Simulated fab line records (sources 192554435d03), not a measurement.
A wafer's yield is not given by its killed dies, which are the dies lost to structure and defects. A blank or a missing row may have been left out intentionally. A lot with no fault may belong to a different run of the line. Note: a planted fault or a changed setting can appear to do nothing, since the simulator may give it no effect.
Split-lot experiment ; flow n5Finfet ; 39 wafers read across 7 lots, on a route 1938 steps long

== ABOUT THE SPLIT ==
At N5_DUMMY_GATE_ETCH_32 (etches SiO2 in CF4, target depth 3.5 nm, time 3.9 s), the setting timeS was moved away from the recipe's 3.9 s on 18 of the 39 wafers read, by -21.2% to +19.3%. The other wafers ran this setting at the recipe's value.

Reading taken at the split's own step.

== THE READING ==
etch.depthNm (the simulator's own value, which no gauge read), in nm, at N5_DUMMY_GATE_ETCH_32 (etches SiO2 in CF4, target depth 3.5 nm, time 3.9 s). No usual value for it is given in the file. Across the 21 wafers here that went through the recipe, the average is 3.437 nm and the standard deviation 0.059 nm.

wafer;tool, chamber at the split;timeS as run, s;against the recipe;etch.depthNm, nm;against lot-mates on the recipe
L074.1;rieSi-03, 3;4.408;+13.0%;3.81;+0.326
L074.2;rieSi-03, 2;3.9;recipe;3.417;-
L074.3;rieSi-03, 1;4.408;+13.0%;3.941;+0.457
L074.4;rieSi-03, 0;3.9;recipe;3.506;-
L074.5;rieSi-03, 0;4.408;+13.0%;3.964;+0.480
L074.6;rieSi-03, 1;3.9;recipe;3.529;-
L075.2;rieSi-03, 2;3.9;recipe;3.404;-
L075.4;rieSi-03, 0;3.9;recipe;3.514;-
L075.6;rieSi-03, 1;3.9;recipe;3.494;-
L080.1;rieSi-05, 2;3.9;recipe;3.35;-
L080.2;rieSi-05, 1;3.163;-18.9%;2.728;-0.664
L080.3;rieSi-05, 0;3.9;recipe;3.42;-
L080.4;rieSi-05, 3;3.163;-18.9%;2.88;-0.512
L080.5;rieSi-05, 0;3.9;recipe;3.407;-
L080.6;rieSi-05, 3;3.163;-18.9%;2.893;-0.499
L087.1;rieSi-05, 1;3.9;recipe;3.425;-
L087.2;rieSi-05, 3;4.651;+19.3%;4.228;+0.791
L087.3;rieSi-05, 2;3.9;recipe;3.356;-
L087.4;rieSi-05, 0;4.651;+19.3%;4.074;+0.637
L087.5;rieSi-05, 3;3.9;recipe;3.531;-
L087.6;rieSi-05, 0;4.651;+19.3%;4.052;+0.615
L089.1;rieSi-05, 2,1;4.324;+10.9%;3.789;+0.325
L089.6;rieSi-05, 2,1;4.324;+10.9%;3.789;+0.325
L089.2;rieSi-05, 3;3.9;recipe;3.55;-
L089.3;rieSi-05, 0;4.324;+10.9%;3.751;+0.287
L089.4;rieSi-05, 1;3.9;recipe;3.451;-
L089.5;rieSi-05, 2;3.9;recipe;3.392;-
L090.1;rieSi-05, 0;3.9;recipe;3.421;-
L090.2;rieSi-05, 3;3.074;-21.2%;2.82;-0.604
L090.3;rieSi-05, 1;3.9;recipe;3.405;-
L090.4;rieSi-05, 2;3.074;-21.2%;2.659;-0.765
L090.5;rieSi-05, 1;3.9;recipe;3.445;-
L090.6;rieSi-05, 0;3.074;-21.2%;2.685;-0.739
L093.1;rieSi-02, 1;3.9;recipe;3.393;-
L093.5;rieSi-02, 1;3.9;recipe;3.393;-
L093.2;rieSi-02, 3;3.504;-10.2%;3.188;-0.200
L093.3;rieSi-02, 2;3.504;-10.2%;3.058;-0.330
L093.4;rieSi-02, 0;3.504;-10.2%;3.111;-0.277
L093.6;rieSi-02, 2;3.9;recipe;3.377;-
If several chambers appear in one row, that row covers several wafers at once and the file leaves open which wafer was in which chamber.

FIT RESULTS
A straight line over all 39 wafers: etch.depthNm changes by +0.0336 nm for each +1% of timeS; r = +0.99; the points scatter about the line by 0.065 nm.
The same after taking each lot's own level away (the mean of its wafers on the recipe; 39 wafers): +0.032 nm for each +1%; r = +0.98; scatter 0.064 nm.
That fit puts the effect of the largest move of timeS on the reading at 0.68 nm.
Across the lots, their own levels run from 3.3877 to 3.4840 nm, a range of 1.6 times the standard deviation given above.
The two slopes are in agreement: the lot-to-lot level therefore moves the slope only a little.
Check: -0.679 nm against its lot-mates is what the line predicts for one of the wafers moved furthest among these (-21.2%) when that wafer is left out of the fit. It came out at -0.604 nm against them.

== OTHER SPLITS APPLIED TO THESE WAFERS ==
Other splits were also applied to these wafers ahead of the reading. Each is held against what the fit with the lots' levels taken away leaves over:
other split on the same wafers;wafers away from the commonest value;r with etch.depthNm (lot level and that fit taken away)
N5_ZERO_LAYER_PECVD_02 targetThkA;9;+0.19
N5_FIN_SAQP_HM_DEP_72 timeS;12;+0.00
N5_DUMMY_GATE_EXPOSE_12 doseMj;18;+0.08
N5_DUMMY_GATE_ETCH_37 sourceW;15;-0.18

== FILE'S OWN FIT ==
etch.depthNm changes by +0.032 nm for each +1% of timeS, r = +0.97.
